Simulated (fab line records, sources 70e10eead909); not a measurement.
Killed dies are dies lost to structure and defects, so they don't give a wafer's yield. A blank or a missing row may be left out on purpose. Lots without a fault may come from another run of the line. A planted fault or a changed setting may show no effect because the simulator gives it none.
Which tool did it? | flow nand_harc | 20 lots, 60 wafers sampled, at 5 steps of a route of 1302

WHAT THE GAUGES READ, wafer by wafer
NHARC_A_SLIT_CD_MEAS_09: target cd 300 nm.
lot  | measured     | on        | cd_nm (nm)
L074 | day 20 04:01 | cd_sem-03 | 299.7 300.4 300.5
L076 | day 20 16:49 | cd_sem-01 | 300.8 300.9 300.4
L078 | day 20 23:05 | cd_sem-03 | 300.9 300.3 300.8
L077 | day 21 08:00 | cd_sem-03 | 300.4 301.1 300.4
L079 | day 21 07:50 | cd_sem-03 | 299.9 300.7 300.3
L080 | day 22 05:10 | cd_sem-01 | 300.3 299.9 299.2
L083 | day 23 03:59 | cd_sem-01 | 299.8 298.7 299.7
L082 | day 23 00:35 | cd_sem-02 | 299.5 299.4 299.4
L084 | day 23 17:13 | cd_sem-01 | 300.2 298.5 299.9
L085 | day 24 07:28 | cd_sem-03 | 300.1 299.8 299.4
L086 | day 24 16:31 | cd_sem-01 | 300.7 300.3 300.2
L087 | day 25 08:51 | cd_sem-01 | 299.4 299.6 300.2
L088 | day 25 19:39 | cd_sem-02 | 300.1 300.1 300.8
L091 | day 26 16:35 | cd_sem-01 | 299.6 299.3 299.7
L092 | day 27 04:43 | cd_sem-02 | 299.5 299.7 299.9
L093 | day 27 06:11 | cd_sem-01 | 300.1 300.4 300.8
L094 | day 27 15:46 | cd_sem-01 | 300.3 300.9 300.1
L096 | day 28 16:41 | cd_sem-03 | 300.5 301.3 300.7
L095 | day 28 16:28 | cd_sem-01 | 300.3 300.7 300.5
L097 | day 29 17:08 | cd_sem-01 | 300.8 300.7 301.4

WHICH TOOL RAN EACH LOT (tool, then ch and the chambers of the sampled wafers, then the start)
lot  | NHARC_A_STAIRCASE_ETCH_453                    | NHARC_A_STAIRCASE_DESCUM_443       | NHARC_A_STAIRCASE_ETCHBACK_157     | NHARC_A_STAIRCASE_DEP_471
L074 | rie_diel-02 ch 2,3, day 19 06:45 or earlier   | rie_diel-04 ch 0,2,3, day 19 06:45 | rie_diel-12 ch 0,2, day 19 13:07   | pecvd-01 ch 0,1,2, day 19 13:23
L076 | rie_diel-04 ch 0,1, day 19 21:13 or earlier   | rie_diel-04 ch 1,2, day 19 21:13   | rie_diel-02 ch 0,2,3, day 20 03:34 | pecvd-02 ch 0,2, day 20 03:51
L078 | rie_diel-02 ch 1,3, day 20 03:37 or earlier   | rie_diel-04 ch 1,3, day 20 03:37   | rie_diel-04 ch 0,3, day 20 09:49   | pecvd-01 ch 0,1, day 20 10:07
L077 | rie_diel-04 ch 0,2,3, day 20 12:32 or earlier | rie_diel-04 ch 2,3, day 20 12:32   | rie_diel-02 ch 0,2,3, day 20 18:51 | pecvd-02 ch 0,2, day 20 19:06
L079 | rie_diel-12 ch 1,2,3, day 20 12:23 or earlier | rie_diel-12 ch 0,2, day 20 12:23   | rie_diel-04 ch 1,2, day 20 18:31   | pecvd-02 ch 0,1, day 20 18:50
L080 | rie_diel-02 ch 0,2,3, day 21 08:44 or earlier | rie_diel-02 ch 0,3, day 21 08:44   | rie_diel-04 ch 0,2, day 21 14:54   | pecvd-03 ch 0, day 21 15:14
L083 | rie_diel-02 ch 0,1,3, day 22 03:21 or earlier | rie_diel-02 ch 0,1,2, day 22 03:21 | rie_diel-04 ch 0,1,2, day 22 09:41 | pecvd-01 ch 0,1,2, day 22 09:58
L082 | rie_diel-12 ch 0,1, day 22 03:11 or earlier   | rie_diel-12 ch 1,3, day 22 03:11   | rie_diel-04 ch 0,1, day 22 10:16   | pecvd-02 ch 0,1,2, day 22 10:32
L084 | rie_diel-04 ch 0,1,2, day 22 20:49 or earlier | rie_diel-12 ch 2,3, day 22 20:49   | rie_diel-02 ch 1,2, day 23 03:00   | pecvd-01 ch 1,2, day 23 03:16
L085 | rie_diel-04 ch 0,1,3, day 23 09:15 or earlier | rie_diel-12 ch 0,2,3, day 23 09:15 | rie_diel-12 ch 0,1,3, day 23 15:30 | pecvd-03 ch 0,1, day 23 15:48
L086 | rie_diel-04 ch 0,2,3, day 23 19:46 or earlier | rie_diel-02 ch 0,3, day 23 19:46   | rie_diel-04 ch 1,2, day 24 01:56   | pecvd-01 ch 0,2, day 24 02:16
L087 | rie_diel-02 ch 0,1, day 24 09:59 or earlier   | rie_diel-12 ch 0,2, day 24 09:59   | rie_diel-12 ch 0,1,3, day 24 16:10 | pecvd-02 ch 0,2, day 24 16:27
L088 | rie_diel-02 ch 0,2,3, day 24 23:01 or earlier | rie_diel-04 ch 0,2,3, day 24 23:01 | rie_diel-12 ch 0,2,3, day 25 05:07 | pecvd-01 ch 1,2, day 25 05:25
L091 | rie_diel-04 ch 1,3, day 25 17:52 or earlier   | rie_diel-04 ch 0,2, day 25 17:52   | rie_diel-12 ch 0,1,2, day 26 00:07 | pecvd-01 ch 0,2, day 26 00:49
L092 | rie_diel-02 ch 1,3, day 26 09:14 or earlier   | rie_diel-02 ch 1,3, day 26 09:14   | rie_diel-04 ch 0,1,2, day 26 15:29 | pecvd-02 ch 0,1, day 26 15:47
L093 | rie_diel-02 ch 0,2,3, day 26 08:58 or earlier | rie_diel-04 ch 0,2,3, day 26 08:58 | rie_diel-02 ch 0,1,2, day 26 15:10 | pecvd-03 ch 1, day 26 15:31
L094 | rie_diel-04 ch 0,3, day 26 19:54 or earlier   | rie_diel-02 ch 0,2,3, day 26 19:54 | rie_diel-04 ch 0,3, day 27 02:08   | pecvd-03 ch 0,1, day 27 02:31
L096 | rie_diel-02 ch 2,3, day 27 21:06 or earlier   | rie_diel-04 ch 0,2, day 27 21:06   | rie_diel-12 ch 1,2,3, day 28 03:14 | pecvd-01 ch 0,1,2, day 28 03:29
L095 | rie_diel-12 ch 0,3, day 27 21:15 or earlier   | rie_diel-02 ch 0,2,3, day 27 21:15 | rie_diel-12 ch 1,3, day 28 03:28   | pecvd-03 ch 0,2, day 28 03:45
L097 | rie_diel-02 ch 0,3, day 28 19:00 or earlier   | rie_diel-12 ch 0,2,3, day 28 19:00 | rie_diel-12 ch 1,3, day 29 01:12   | pecvd-02 ch 0,2, day 29 01:30
- NHARC_A_STAIRCASE_ETCH_453: etches the open film in CF4/O2, target depth 30 nm, overetch 3 nm, time 16.5 s.
- NHARC_A_STAIRCASE_DESCUM_443: chemistry O2, time 3 s.
- NHARC_A_STAIRCASE_ETCHBACK_157: etches the open film in CH3F/O2, target depth 90 nm, time 167.14 s.
- NHARC_A_STAIRCASE_DEP_471: deposits SiO2, target thk 100 nm.

WHAT THE TOOLS THEMSELVES READ (means of the sampled wafers that have a number; where no wafer has one, the mark that the record gives instead)
NHARC_A_STAIRCASE_ETCH_453.
lot  | tool        | drypump_motor_current_A (A) | oes_product_au (a.u.) | rf_fwd_power_W (W) | rf_vpp_V (V) | showerhead_plenum_p_Torr (Torr) | throttle_valve_pct (%)
L074 | rie_diel-02 | 5.5                         | 0.991                 | 295.2              | 198.5        | 1.35                            | 13.398
L076 | rie_diel-04 | 5.8                         | 0.995                 | 295.3              | 198.9        | 1.40                            | 13.398
L078 | rie_diel-02 | 5.2                         | 1.002                 | 293.7              | 198.3        | 1.35                            | 13.395
L077 | rie_diel-04 | 5.9                         | 1.001                 | 294.2              | 198.5        | 1.39                            | 13.397
L079 | rie_diel-12 | 6.0                         | 1.001                 | 293.8              | 197.7        | 1.35                            | 13.391
L080 | rie_diel-02 | 5.9                         | 1.001                 | 294.2              | 199.3        | 1.36                            | 13.398
L083 | rie_diel-02 | 5.7                         | 1.009                 | 294.4              | 198.9        | 1.36                            | 13.405
L082 | rie_diel-12 | 6.1                         | 1.011                 | 294.0              | 199.1        | 1.43                            | 13.404
L084 | rie_diel-04 | 5.9                         | 1.007                 | 295.1              | 199.1        | 1.39                            | 13.405
L085 | rie_diel-04 | 5.8                         | 1.002                 | 293.7              | 198.0        | 1.38                            | 13.406
L086 | rie_diel-04 | 5.9                         | 1.005                 | 294.2              | 199.0        | 1.38                            | 13.392
L087 | rie_diel-02 | 5.6                         | 0.997                 | 293.6              | 197.5        | 1.34                            | 13.404
L088 | rie_diel-02 | 5.9                         | 0.999                 | 294.6              | 197.7        | 1.36                            | 13.382
L091 | rie_diel-04 | 6.0                         | 1.000                 | 294.3              | 200.0        | 1.42                            | 13.398
L092 | rie_diel-02 | 5.4                         | 1.003                 | 294.7              | 198.0        | 1.35                            | 13.391
L093 | rie_diel-02 | 5.9                         | 0.997                 | 292.7              | 198.9        | 1.35                            | 13.395
L094 | rie_diel-04 | 5.6                         | 1.003                 | 294.5              | 197.5        | 1.33                            | 13.398
L096 | rie_diel-02 | 5.5                         | 0.998                 | 294.3              | 198.6        | 1.34                            | 13.400
L095 | rie_diel-12 | 5.8                         | 1.011                 | 292.3              | 199.6        | 1.41                            | 13.396
L097 | rie_diel-02 | 6.3                         | 0.997                 | 292.6              | 198.9        | 1.36                            | 13.401

NHARC_A_STAIRCASE_DESCUM_443.
lot  | tool        | drypump_motor_current_A (A) | oes_product_au (a.u.) | rf_vpp_V (V) | showerhead_plenum_p_Torr (Torr) | throttle_valve_pct (%)
L074 | rie_diel-04 | 5.9                         | 1.007                 | 57.7         | 1.99                            | 11.309
L076 | rie_diel-04 | 6.2                         | 1.003                 | 59.1         | 2.06                            | 11.308
L078 | rie_diel-04 | 6.0                         | 0.990                 | 59.2         | 2.05                            | 11.308
L077 | rie_diel-04 | 6.2                         | 0.990                 | 58.1         | 2.05                            | 11.310
L079 | rie_diel-12 | 5.5                         | 1.005                 | 57.9         | 1.91                            | 11.310
L080 | rie_diel-02 | 6.3                         | 0.998                 | 57.9         | 1.97                            | 11.310
L083 | rie_diel-02 | 5.7                         | 0.991                 | 57.8         | 1.93                            | 11.311
L082 | rie_diel-12 | 6.4                         | 0.993                 | 57.6         | 1.98                            | 11.311
L084 | rie_diel-12 | 5.7                         | 1.006                 | 58.3         | 1.93                            | 11.299
L085 | rie_diel-12 | 5.7                         | 1.004                 | 57.0         | 1.96                            | 11.318
L086 | rie_diel-02 | 6.3                         | 0.994                 | 58.1         | 1.96                            | 11.308
L087 | rie_diel-12 | 5.5                         | 1.019                 | 57.8         | 1.89                            | 11.309
L088 | rie_diel-04 | 5.9                         | 0.998                 | 58.4         | 1.97                            | 11.314
L091 | rie_diel-04 | 6.0                         | 0.997                 | 57.6         | 1.99                            | 11.310
L092 | rie_diel-02 | 5.4                         | 1.003                 | 57.6         | 1.94                            | 11.316
L093 | rie_diel-04 | 5.9                         | 0.997                 | 58.7         | 1.97                            | 11.314
L094 | rie_diel-02 | 5.9                         | 1.000                 | 57.6         | 1.94                            | 11.315
L096 | rie_diel-04 | 5.6                         | 1.007                 | 57.9         | 1.91                            | 11.304
L095 | rie_diel-02 | 5.9                         | 0.995                 | 57.9         | 1.93                            | 11.309
L097 | rie_diel-12 | 5.7                         | 1.009                 | 58.1         | 1.94                            | 11.314

NHARC_A_STAIRCASE_ETCHBACK_157.
lot  | tool        | drypump_motor_current_A (A) | oes_product_au (a.u.) | rf_fwd_power_W (W) | rf_vpp_V (V) | showerhead_plenum_p_Torr (Torr) | throttle_valve_pct (%)
L074 | rie_diel-12 | 5.5                         | 0.92                  | 498.9              | 242.5        | 2.33                            | 20.659
L076 | rie_diel-02 | 5.9                         | 0.99                  | 497.8              | 245.2        | 2.51                            | 20.659
L078 | rie_diel-04 | 5.5                         | 1.00                  | 499.0              | 244.4        | 2.46                            | 20.673
L077 | rie_diel-02 | 5.9                         | 1.00                  | 498.6              | 245.6        | 2.51                            | 20.665
L079 | rie_diel-04 | 6.1                         | 0.92                  | 498.2              | 246.7        | 2.64                            | 20.665
L080 | rie_diel-04 | 6.0                         | 0.93                  | 499.1              | 245.4        | 2.56                            | 20.657
L083 | rie_diel-04 | 5.9                         | 1.00                  | 497.6              | 246.1        | 2.56                            | 20.667
L082 | rie_diel-04 | 5.6                         | 0.96                  | 497.6              | 243.9        | 2.48                            | 20.648
L084 | rie_diel-02 | 5.2                         | 0.93                  | 497.5              | 245.2        | 2.45                            | 20.664
L085 | rie_diel-12 | 6.1                         | 1.01                  | 497.8              | 245.3        | 2.57                            | 20.662
L086 | rie_diel-04 | 6.1                         | 0.99                  | 497.2              | 246.2        | 2.63                            | 20.657
L087 | rie_diel-12 | 6.1                         | 0.98                  | 497.6              | 245.3        | 2.56                            | 20.659
L088 | rie_diel-12 | 5.7                         | 0.97                  | 498.7              | 245.2        | 2.50                            | 20.660
L091 | rie_diel-12 | 5.9                         | 0.94                  | 499.6              | 244.9        | 2.49                            | 20.659
L092 | rie_diel-04 | 5.9                         | 0.95                  | 496.5              | 244.3        | 2.54                            | 20.658
L093 | rie_diel-02 | 5.8                         | 1.00                  | 498.0              | 243.9        | 2.46                            | 20.660
L094 | rie_diel-04 | 5.8                         | 0.98                  | 497.1              | 245.2        | 2.51                            | 20.664
L096 | rie_diel-12 | 6.0                         | 1.00                  | 499.1              | 244.5        | 2.46                            | 20.665
L095 | rie_diel-12 | 6.4                         | 1.01                  | 498.4              | 245.1        | 2.52                            | 20.665
L097 | rie_diel-12 | 6.4                         | 1.00                  | 498.0              | 244.7        | 2.51                            | 20.663

NHARC_A_STAIRCASE_DEP_471.
lot  | tool     | heater_power_outer_w (W) | heater_power_w (W) | rf_fwd_power_W (W) | susceptor_temp_C (C) | throttle_valve_pct (%)
L074 | pecvd-01 | 333                      | 610                | 897.3              | 399.91               | 16.1
L076 | pecvd-02 | 380                      | 669                | 892.7              | 400.11               | 16.2
L078 | pecvd-01 | 320                      | 608                | 896.5              | 400.32               | 15.9
L077 | pecvd-02 | 347                      | 610                | 896.3              | 400.22               | 15.6
L079 | pecvd-02 | 393                      | 675                | 895.3              | 400.02               | 16.1
L080 | pecvd-03 | 381                      | 668                | 895.9              | 399.86               | 15.9
L083 | pecvd-01 | 343                      | 632                | 897.3              | 400.10               | 15.8
L082 | pecvd-02 | 321                      | 571                | 894.1              | 400.02               | 16.0
L084 | pecvd-01 | 299                      | 573                | 896.3              | 400.04               | 16.0
L085 | pecvd-03 | 384                      | 638                | 896.6              | 399.78               | 16.2
L086 | pecvd-01 | 287                      | 516                | 897.9              | 400.09               | 15.8
L087 | pecvd-02 | 424                      | 732                | 894.8              | 400.11               | 16.5
L088 | pecvd-01 | 283                      | 535                | 895.9              | 400.27               | 16.3
L091 | pecvd-01 | 287                      | 523                | 894.6              | 399.71               | 16.0
L092 | pecvd-02 | 329                      | 579                | 897.3              | 400.03               | 15.9
L093 | pecvd-03 | 256                      | 451                | 896.5              | 400.48               | 15.6
L094 | pecvd-03 | 352                      | 583                | 894.0              | 399.84               | 16.4
L096 | pecvd-01 | 308                      | 580                | 897.4              | 400.07               | 16.2
L095 | pecvd-03 | 298                      | 524                | 899.1              | 399.85               | 15.7
L097 | pecvd-02 | 366                      | 658                | 894.8              | 400.02               | 16.0

THE ANSWER, worked out from the rows above alone
Rule: what is usual is taken from the lots themselves. Put in order of their means at a reading, lots are off if they are a third of the lots or fewer, leave a main group of 4 or more, and stand apart from it by a gap of 3 or more times the standard deviation of the main group's means; of several such gaps the widest counts. A main group whose means are all the same, to the digits that the tables above print for the reading, isn't used. A lot without any number at a reading at which 4 lots or more have one is off too. The other lots that the step has rows for count as sound. The gauges are gone through in route order, then the tools' own readings, and for those a lot's mean is taken as printed above. The first step at which some lot is off is used, and at that step the reading that is off furthest; a lot without a number counts as furthest.
No lot is off at any reading shown: from this, nothing can be told.

WHAT THE SIMULATOR HAD PUT IN
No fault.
